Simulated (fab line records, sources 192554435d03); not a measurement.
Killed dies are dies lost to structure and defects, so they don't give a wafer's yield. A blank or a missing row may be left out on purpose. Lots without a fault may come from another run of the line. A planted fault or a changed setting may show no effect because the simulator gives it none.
fab line records | flow n5_finfet | part 2 of 2: steps 27 to 31 of 31
record lots=5 wafers=15 last_day=19
route steps=1938 shown MOL_CONTACT_COAG@548
lots that met no fault: from a run of the same line without faults
start_h: hours from the record's first day to the start of the lot's first wafer shown | wait_h: hours since the lot's step before | " the same as in the row above | L1.1+2: a row that stands for several wafers | - no value, or no start given | * or withheld: withheld | < > ~ a bound
route shown NAME@n: a module of which the file shows steps, and the number in the route of the first | usual: mean/standard deviation of fault-free wafers | same: alike in all rows | chamber/n: place in a boat | sites: the reading at each site | _std_site: their standard deviation | _edge_site: outer sites' mean less inner sites' | radius_mm: how far each site lies from the wafer's centre | mask NAME#n: copy n | behind: the tool/chamber that last shaped the wafer | hold: why the lot was held/for how many hours/how that ended | device: the transistor (n, p or np) that didn't switch | end of line: the same wafers' tests at the end of the route | a step without rows: its recipe alone | killed: dies lost to structure and defects at the first sort, not the wafer's yield | map: a wafer's dies, x killed, . not, _ none there
set.NAME: the setting as run; set.NAME@STEP: as run at that earlier step | model.NAME: the simulator's own value behind a step, which no gauge read
lots at some steps of the route; a table a step, a row a wafer
services: from which hour (start_h, from the record's first day; less than 0 if before it) a tool's chamber was out of use, for how many hours, and why
## steps
# step N5_MOL_CONTACT_COAG_DESCUM_88
# recipe chemistry=O2 time_s=7 source_power_w=50 bias_power_w=20 pressure_mtorr=20 rf_frequency_hz=2.712e+07 temp_c=40 resist=CAR-EUV o2_flow_sccm=225
# usual drypump_motor_current_A=5.6/0.39 oes_product_au=0.81/0.1 rf_vpp_V=243.7/1.1 showerhead_plenum_p_Torr=2.13/0.068 temp_c=39.99/0.11 throttle_valve_pct=20.29/0.28
# columns lot.wafer tool chamber start_h wait_h drypump_motor_current_A oes_product_au rf_hours_counter_h rf_vpp_V showerhead_plenum_p_Torr temp_c throttle_valve_pct
L074.1 rie_diel-04 0 97.91 0.1 6.1 0.68 250 244.4 2.17 39.87 20.41
L074.3 " 2 " " 6.0 0.76 170 243.6 2.10 40.07 20.56
L074.5 " 3 " " 5.5 0.68 - 244.8 2.17 39.93 20.54
L084.1 rie_diel-01 1 165.53 0.1 5.3 0.71 199 244.1 2.15 39.80 20.45
L084.2 " 2 " " 5.9 0.84 56 246.4 2.21 39.89 20.11
L084.4 " 2 " " 5.9 0.84 - 244.4 2.21 39.91 20.10
L088.2 rie_diel-04 2 185.45 0.0 5.9 0.73 203 244.1 2.09 39.83 20.59
L088.4 " 3 " " 5.4 0.91 12 243.0 2.16 40.10 20.10
L088.5 " 0 " " 6.1 0.93 - 242.8 2.16 40.00 20.03
L093.3 rie_diel-06 3 215.14 0.1 4.9 0.69 216 241.5 1.97 39.95 20.30
L093.4 " 1 " " 5.6 0.80 - 243.9 2.12 39.85 20.62
L093.5 " 0 " " 5.2 0.94 - 244.6 2.14 40.09 19.85
L096.3 rie_diel-06 3 229.85 0.5 4.9 0.69 222 241.0 1.97 39.96 20.31
L096.5 " 2 " " 5.6 0.96 - 244.5 2.14 40.14 19.96
L096.6 " 3 " " 4.9 0.69 - 240.9 1.97 40.14 20.31
# step N5_MOL_CONTACT_COAG_ETCH_89
# recipe chemistry=N2/H2 target=underlayer target_depth_a=130 mask_material=CAR-EUV time_s=10.4 ion_energy_ev=200 pressure_mtorr=30 source_w=840 bias_w=150 n2_flow_sccm=200 h2_flow_sccm=200 ends=cleared
# usual drypump_motor_current_A=5.6/0.39 etch_rf_on_time_s=10.43/0.19 oes_product_au=0.69/0.083 rf_vpp_V=524.9/2.3 showerhead_plenum_p_Torr=2.57/0.08 throttle_valve_pct=17.63/0.29
# columns lot.wafer tool chamber start_h wait_h drypump_motor_current_A etch_rf_on_time_s oes_product_au rf_hours_counter_h rf_vpp_V showerhead_plenum_p_Torr throttle_valve_pct
L074.1 rie_diel-04 0 97.95 0.0 6.1 10.37 0.58 250 525.0 2.61 17.81
L074.3 " 2 " " 5.9 10.43 0.63 170 521.9 2.52 17.89
L074.5 " 3 " " 5.5 10.47 0.59 - 526.1 2.59 17.72
L084.1 rie_diel-01 1 165.57 0.0 5.3 10.56 0.62 199 524.3 2.62 17.94
L084.2 " 2 " " 5.9 10.62 0.70 56 528.9 2.70 17.54
L084.4 " 2 " " 5.9 10.68 0.71 - 527.0 2.70 17.54
L088.2 rie_diel-04 2 185.48 0.0 5.9 10.40 0.62 203 522.2 2.51 17.95
L088.4 " 3 " " 5.5 10.11 0.79 12 526.1 2.58 17.24
L088.5 " 0 " " 6.1 10.26 0.80 - 525.4 2.59 17.40
L093.3 rie_diel-06 3 215.18 0.0 5.0 10.77 0.60 216 518.9 2.41 17.72
L093.4 " 1 " " 5.6 10.51 0.69 - 525.2 2.55 17.85
L093.5 " 0 " " 5.2 10.41 0.79 - 526.4 2.58 17.03
L096.3 rie_diel-06 3 229.89 0.0 4.9 10.74 0.59 222 520.2 2.40 17.74
L096.5 " 2 " " 5.7 10.35 0.81 - 525.1 2.61 17.45
L096.6 " 3 " " 4.9 10.75 0.58 - 519.4 2.40 17.74
# step N5_MOL_CONTACT_COAG_ETCH_90
# recipe chemistry=CF4 target=SiARC target_depth_a=130 mask_material=CAR-EUV time_s=21.7 ion_energy_ev=80 pressure_mtorr=40 source_w=545 bias_w=36 Ar_flow_sccm=100 cf4_flow_sccm=100 ends=cleared
# usual cf4_flow_sccm=100.0/0.32 drypump_motor_current_A=5.6/0.4 etch_rf_on_time_s=21.8/0.41 oes_product_au=0.69/0.083 rf_vpp_V=184.3/1.1 showerhead_plenum_p_Torr=2.17/0.058 throttle_valve_pct=15.46/0.29
# columns lot.wafer tool chamber start_h wait_h cf4_flow_sccm drypump_motor_current_A etch_rf_on_time_s oes_product_au rf_hours_counter_h rf_vpp_V showerhead_plenum_p_Torr throttle_valve_pct
L074.1 rie_diel-04 0 97.97 0.0 100.2 6.1 21.6 0.58 250 184.0 2.20 15.55
L074.3 " 2 " " 99.8 6.0 21.9 0.64 170 184.7 2.13 15.62
L074.5 " 3 " " 100.2 5.5 22.5 0.58 - 185.7 2.20 15.62
L084.1 rie_diel-01 1 165.59 0.0 99.6 5.3 22.1 0.63 199 184.9 2.22 15.82
L084.2 " 2 " " 99.8 5.9 22.1 0.70 56 184.7 2.24 15.22
L084.4 " 2 " " 100.0 5.9 22.0 0.69 - 186.9 2.24 15.24
L088.2 rie_diel-04 2 185.50 0.0 99.7 5.9 22.1 0.62 203 184.2 2.12 15.69
L088.4 " 3 " " 99.8 5.5 21.5 0.78 12 184.8 2.19 15.17
L088.5 " 0 " " 99.5 6.1 21.5 0.79 - 185.0 2.19 15.10
L093.3 rie_diel-06 3 215.20 0.0 100.2 5.0 22.2 0.60 216 182.6 2.05 15.67
L093.4 " 1 " " 100.3 5.6 21.9 0.68 - 185.8 2.15 15.67
L093.5 " 0 " " 100.2 5.2 21.7 0.79 - 184.1 2.19 15.00
L096.3 rie_diel-06 3 229.91 0.0 100.2 4.9 22.3 0.59 222 181.8 2.04 15.71
L096.5 " 2 " " 100.5 5.6 21.4 0.81 - 185.3 2.18 15.06
L096.6 " 3 " " 100.1 4.9 22.3 0.58 - 181.2 2.04 15.72
# step N5_MOL_CONTACT_COAG_ALD_131
# recipe material=SiO2 target_thk_a=50 temp_c=100 ald_precursor_family=BDEAS ald_co_reactant=O2-plasma pulse_time_s=1 co_reactant_pulse_time_s=1 purge_time_s=2 co_reactant_purge_time_s=2 ald_cycles=35 pressure_torr=2
# usual chamber_pressure_Torr=2.000/0.0039 heater_power_outer_w=40/3.2 heater_power_w=78/5 precursor_pulse_height_rel=0.998/0.019
# same ald_cycles=35
# columns lot.wafer tool chamber start_h wait_h chamber_pressure_Torr heater_power_outer_w heater_power_w precursor_pulse_height_rel
L074.1 ald_sin-01 1 98.10 0.1 2.002 42 80 0.996
L074.3 " 0 " " 2.005 36 72 1.012
L074.5 " 3 " " 1.993 46 75 1.023
L084.1 ald_sin-04 3 166.17 0.6 2.003 36 72 1.013
L084.2 " 0 " " 2.001 40 84 1.007
L084.4 " 1 " " 1.994 37 72 0.986
L088.2 ald_sin-01 0 185.58 0.1 2.006 36 74 1.010
L088.4 " 1 " " 1.998 42 81 1.013
L088.5 " 0 " " 2.001 37 73 0.968
L093.3 ald_sin-04 0 215.28 0.1 2.003 40 82 0.986
L093.4 " 2 " " 1.999 43 88 1.013
L093.5 " 1 " " 1.996 35 70 0.962
L096.3 ald_sin-03 0 229.99 0.1 1.996 42 84 0.987
L096.5 " 3 " " 2.005 37 76 0.979
L096.6 " 2 " " 1.998 40 75 1.008
# step N5_MOL_CONTACT_COAG_ETCHBACK_132
# recipe chemistry=CHF3 target=SiO2 target_depth_a=100 time_s=6.7 ion_energy_ev=200 pressure_mtorr=30 source_w=610 bias_w=170 Ar_flow_sccm=200 CHF3_flow_sccm=50
# usual drypump_motor_current_A=5.5/0.36 oes_product_au=0.80/0.099 rf_vpp_V=524/13 showerhead_plenum_p_Torr=2.41/0.069 throttle_valve_pct=18.6/0.3
# columns lot.wafer tool chamber start_h wait_h drypump_motor_current_A oes_product_au rf_hours_counter_h rf_vpp_V showerhead_plenum_p_Torr throttle_valve_pct
L074.1 rie_diel-01 3 98.54 0.4 5.2 0.91 18 508 2.44 18.4
L074.3 " 2 " " 5.9 0.86 33 514 2.50 18.3
L074.5 " 1 " " 5.3 0.74 - 526 2.47 18.8
L084.1 rie_diel-06 3 166.35 0.1 4.9 0.70 203 522 2.27 18.7
L084.2 " 2 " " 5.6 0.68 243 503 2.44 18.6
L084.4 " 2 " " 5.6 0.68 - 502 2.44 18.6
L088.2 rie_diel-04 0 185.76 0.1 6.1 0.92 29 530 2.42 18.2
L088.4 " 2 " " 5.9 0.72 203 529 2.37 18.8
L088.5 " 3 " " 5.5 0.92 - 553 2.44 18.3
L093.3 rie_diel-04 0 215.48 0.1 6.1 0.91 37 531 2.42 18.2
L093.4 " 3 " " 5.5 0.90 21 553 2.44 18.3
L093.5 " 3 " " 5.5 0.89 - 553 2.44 18.3
L096.3 rie_diel-06 3 230.17 0.1 5.0 0.69 223 521 2.27 18.7
L096.5 " 3 " " 5.0 0.69 - 520 2.27 18.7
L096.6 " 2 " " 5.6 0.95 - 503 2.43 18.2
## services
# columns tool chamber start_h hours kind
ald_sin-03 0 72.50 9.3 repair
cmp-01 - 73.39 1.5 repair
pvd_sputter-02 - 83.27 13.7 repair
ald_sin-01 - 85.13 2.8 pm
ald_sin-04 - 85.25 14.0 pm
euv_scanner-02 - 85.98 1.0 pm
rie_diel-01 1 88.33 1.7 repair
euv_scanner-02 - 96.61 3.2 repair
cvd_co-02 0 106.94 2.7 repair
rie_diel-01 1 111.49 9.7 repair
cmp-01 - 118.48 0.8 repair
euv_scanner-02 - 119.95 2.0 repair
rie_diel-06 0 130.10 4.0 repair
pvd_sputter-01 - 133.60 1.9 repair
wet_bench-06 - 143.08 6.4 repair
pvd_sputter-01 - 143.27 4.6 repair
rie_diel-01 3 156.77 43.4 repair
ald_sin-04 2 168.95 1.8 repair
rie_diel-04 1 171.89 1.4 repair
rie_diel-06 3 181.80 17.0 repair
cmp-01 - 183.03 4.0 pm
ald_sin-01 0 190.28 2.5 repair
rie_diel-01 - 202.64 0.5 repair
cmp-01 - 212.85 1.8 repair
